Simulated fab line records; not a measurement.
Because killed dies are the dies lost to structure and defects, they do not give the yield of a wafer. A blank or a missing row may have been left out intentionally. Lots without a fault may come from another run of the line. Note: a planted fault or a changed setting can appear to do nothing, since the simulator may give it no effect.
fab line records ; flow nand-harc
record lots=6; wafers=18; last-day=33
route steps=1302 shown THIN_TSV@1276
lots that met no fault: from a run of the same line without faults
start-h: start of the lot's first displayed wafer, in hours after the record's first day ; wait-h: hours elapsed since this lot's preceding step ; " unchanged from the row above ; L1.1+2: one row covering several wafers at once ; - no value, or no start was given ; * or withheld: withheld ; < > ~ a bound
route shown NAME@n: NAME is a module with steps in the file, n the number in the route of the first one ; usual: the fault-free wafers' mean and standard deviation ; same: alike in all rows ; chamber/n: place in a boat ; sites: each site's reading ; _std_site: the standard deviation of these ; _edge_site: the outer-site mean with the inner-site mean subtracted ; radius-mm: how far each site lies from the wafer's centre ; mask NAME#n: copy n ; behind: the tool/chamber that last shaped the wafer ; hold: why the lot was held/for how many hours/how that ended ; device: which transistor (n, p or np) failed to switch ; end of line: tests of these same wafers at the route's end ; for a step that has no rows: nothing shown but its recipe ; killed: count of dies lost to structure and defects at first sort (not the wafer's yield) ; map: shows each die of a wafer: x if killed, . if not, _ if none is there
set.NAME: setting as actually run; set.NAME@STEP: the setting as run at that earlier step ; model.NAME: the simulator's own value behind a step, which no gauge read
lots at selected steps of the route; one table per step, one row per wafer
services: a tool's chamber out of use, with start hour (start-h, from the record's first day; less than 0 if before it), hours out, and reason
## steps
# step NHARC_THIN_TSV_CMP_21
# recipe t-overpolish-s=30; target-thk-nm=2000
# usual motor-current-A=12.0/1.1; overpolish-run-s=29.999/0.0088
lot.wafer;tool;chamber;start-h;wait-h;motor-current-A;overpolish-run-s
L865.3;cmp-04;2;558.21;-;14.3;29.989
L865.6;cmp-04;1;558.21;-;12.2;30.004
L865.5;cmp-04;2;558.21;-;14.9;30.000
L870.1;cmp-01;0;630.71;-;11.3;29.989
L870.4;cmp-01;1;630.71;-;11.2;30.013
L870.2;cmp-01;3;630.71;-;11.9;29.999
L877.4;cmp-04;2;690.59;-;13.6;30.010
L877.2;cmp-04;0;690.59;-;12.0;30.007
L877.5;cmp-04;2;690.59;-;14.7;30.006
L878.2;cmp-01;1;699.40;-;10.6;29.995
L878.3;cmp-01;0;699.40;-;11.2;30.005
L878.6;cmp-01;2;699.40;-;12.8;29.987
L884.3;cmp-04;0;763.85;-;12.3;29.987
L884.1;cmp-04;1;763.85;-;13.0;29.984
L884.6;cmp-04;1;763.85;-;12.3;30.001
L886.4;cmp-01;1;778.84;-;10.7;29.991
L886.1;cmp-01;2;778.84;-;13.3;29.993
L886.5;cmp-01;1;778.84;-;10.7;29.989
# step NHARC_THIN_TSV_SRD_23
# step NHARC_THIN_TSV_DEGAS_53
# recipe temp-c=300; time-s=60
# usual heater-power-w=473/55
# same time-s=60
lot.wafer;tool;chamber;start-h;wait-h;heater-power-w
L865.3;pvd-sputter-02;-;558.67;0.1;476
L865.5;pvd-sputter-02;-;558.67;0.1;485
L865.6;pvd-sputter-02;-;558.67;0.1;477
L870.1;pvd-sputter-03;-;631.17;0.1;397
L870.2;pvd-sputter-03;-;631.17;0.1;490
L870.4;pvd-sputter-03;-;631.17;0.1;511
L877.4;pvd-sputter-02;-;691.02;0.1;506
L877.2;pvd-sputter-02;-;691.02;0.1;483
L877.5;pvd-sputter-02;-;691.02;0.1;515
L878.2;pvd-sputter-02;-;699.85;0.1;526
L878.3;pvd-sputter-02;-;699.85;0.1;577
L878.6;pvd-sputter-02;-;699.85;0.1;571
L884.1;pvd-sputter-03;-;764.32;0.1;489
L884.3;pvd-sputter-03;-;764.32;0.1;377
L884.6;pvd-sputter-03;-;764.32;0.1;481
L886.4;pvd-sputter-03;-;779.30;0.1;427
L886.1;pvd-sputter-03;-;779.30;0.1;479
L886.5;pvd-sputter-03;-;779.30;0.1;385
# step NHARC_THIN_TSV_PRE_CLEAN_54
# recipe time-s=30; temp-c=280; gas=H2/He
# usual heater-power-w=419/47
# same time-s=30
lot.wafer;tool;chamber;start-h;wait-h;heater-power-w
L865.3;pvd-sputter-02;-;558.74;0.1;435
L865.6;pvd-sputter-02;-;558.74;0.1;430
L865.5;pvd-sputter-02;-;558.74;0.1;439
L870.2;pvd-sputter-03;-;631.25;0.1;421
L870.4;pvd-sputter-03;-;631.25;0.1;456
L870.1;pvd-sputter-03;-;631.25;0.1;357
L877.2;pvd-sputter-02;-;691.10;0.0;443
L877.4;pvd-sputter-02;-;691.10;0.0;417
L877.5;pvd-sputter-02;-;691.10;0.0;517
L878.2;pvd-sputter-02;-;699.95;0.1;445
L878.3;pvd-sputter-02;-;699.95;0.1;521
L878.6;pvd-sputter-02;-;699.95;0.1;449
L884.3;pvd-sputter-03;-;764.39;0.0;426
L884.1;pvd-sputter-03;-;764.39;0.0;374
L884.6;pvd-sputter-03;-;764.39;0.0;478
L886.4;pvd-sputter-03;-;779.37;0.1;379
L886.1;pvd-sputter-03;-;779.37;0.1;422
L886.5;pvd-sputter-03;-;779.37;0.1;432
# step NHARC_THIN_TSV_PVD_55
# recipe target-thk-a=500; material=TiN
# step NHARC_THIN_TSV_PVD_24
# recipe target-thk-a=8000; power-w=withheld; chamber-pressure-pa=withheld; substrate-temp-c=withheld; time-s=withheld; gas=Ar; material=Al
# step NHARC_THIN_TSV_DEHYDRATE_25
# recipe temp-c=150; time-s=120
# step NHARC_THIN_TSV_HMDS_26
# recipe time-s=30
# step NHARC_THIN_TSV_COAT_27
# recipe spin-rpm=*
# step NHARC_THIN_TSV_SOFTBAKE_28
# recipe temp-c=122; time-s=95
# step NHARC_THIN_TSV_EBR_29
# step NHARC_THIN_TSV_EXPOSE_30
# recipe na=0.55; dose-mj=11.47; mask-id=PAD
# usual exposure-dose-mJ-cm2=11.470/0.011; focus-offset-nm=0.0/0.5
lot.wafer;tool;chamber;start-h;wait-h;mask;exposure-dose-mJ-cm2;focus-offset-nm
L865.3;krf-scanner-03;0;559.65;-;PAD#0;11.464;0.7
L865.5;krf-scanner-03;0;559.65;-;PAD#0;11.467;0.9
L865.6;krf-scanner-03;0;559.65;-;PAD#0;11.483;0.9
L870.1;krf-scanner-03;0;632.16;-;PAD#0;11.460;0.6
L870.2;krf-scanner-03;0;632.16;-;PAD#0;11.478;0.2
L870.4;krf-scanner-03;0;632.16;-;PAD#0;11.478;0.1
L877.2;krf-scanner-04;-;691.88;-;PAD#0;-;-
L877.4;krf-scanner-04;-;691.88;-;PAD#0;-;-
L877.5;krf-scanner-04;-;691.88;-;PAD#0;-;-
L878.2;krf-scanner-03;-;700.86;-;PAD#0;-;-
L878.3;krf-scanner-03;-;700.86;-;PAD#0;-;-
L878.6;krf-scanner-03;-;700.86;-;PAD#0;-;-
L884.1;krf-scanner-03;0;765.30;-;PAD#0;11.492;-0.4
L884.3;krf-scanner-03;0;765.30;-;PAD#0;11.493;-1.1
L884.6;krf-scanner-03;0;765.30;-;PAD#0;11.485;-0.3
L886.1;krf-scanner-04;0;780.28;-;PAD#0;11.466;0.0
L886.4;krf-scanner-04;0;780.28;-;PAD#0;11.492;0.5
L886.5;krf-scanner-04;0;780.28;-;PAD#0;11.473;-0.4
# step NHARC_THIN_TSV_PEB_31
# recipe peb-temp-c=118; peb-time-s=85
## services
tool;chamber;start-h;hours;kind
cmp-04;-;541.99;3.2;repair
cmp-01;-;548.28;0.4;repair
krf-scanner-03;-;560.64;0.6;repair
krf-scanner-03;-;568.00;4.0;pm
cmp-01;-;578.03;4.0;pm
cmp-04;-;601.07;4.0;pm
krf-scanner-03;-;605.52;2.6;repair
cmp-01;-;625.37;3.6;repair
cmp-01;-;635.40;1.8;repair
krf-scanner-04;-;636.86;0.5;repair
pvd-sputter-02;-;638.00;10.0;pm
cmp-01;-;663.53;1.6;repair
cmp-01;-;676.03;4.0;pm
krf-scanner-04;-;681.90;0.5;repair
krf-scanner-04;-;695.04;0.4;repair
krf-scanner-04;-;698.01;4.0;pm
cmp-04;-;699.07;4.0;pm
pvd-sputter-03;-;704.03;10.0;pm
cmp-04;-;707.04;1.8;repair
krf-scanner-04;-;714.24;1.9;repair
pvd-sputter-03;-;733.46;1.7;repair
krf-scanner-03;-;740.00;4.0;pm
cmp-04;-;770.54;0.9;repair
cmp-01;-;774.03;4.0;pm
## key
first-sign step=NHARC_THIN_TSV_EXPOSE_30; reading=tool-record; direction=missing
effect none on later readings
met-at NHARC_THIN_TSV_EXPOSE_30
struck-wafers L877.2,L877.4,L877.5,L878.2,L878.3,L878.6
later-rows-left-out L877.2,L877.4,L877.5,L878.2,L878.3,L878.6
sort-left-out L877.2,L877.4,L877.5,L878.2,L878.3,L878.6
onset-between 632.16 691.88
fault kind=skipped-step-whole; tool=krf-scanner-03,krf-scanner-04; chamber=-; onset-h=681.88; steps=NHARC_THIN_TSV_EXPOSE_30; scope=struck-lots-only
# sort-left-out: the simulated sort isn't trusted on such a fault, so these wafers' sort isn't shown, and their yield isn't known
# later-rows-left-out: the simulator's readings of these wafers behind a module that went badly wrong aren't trusted and aren't shown, but for the sort
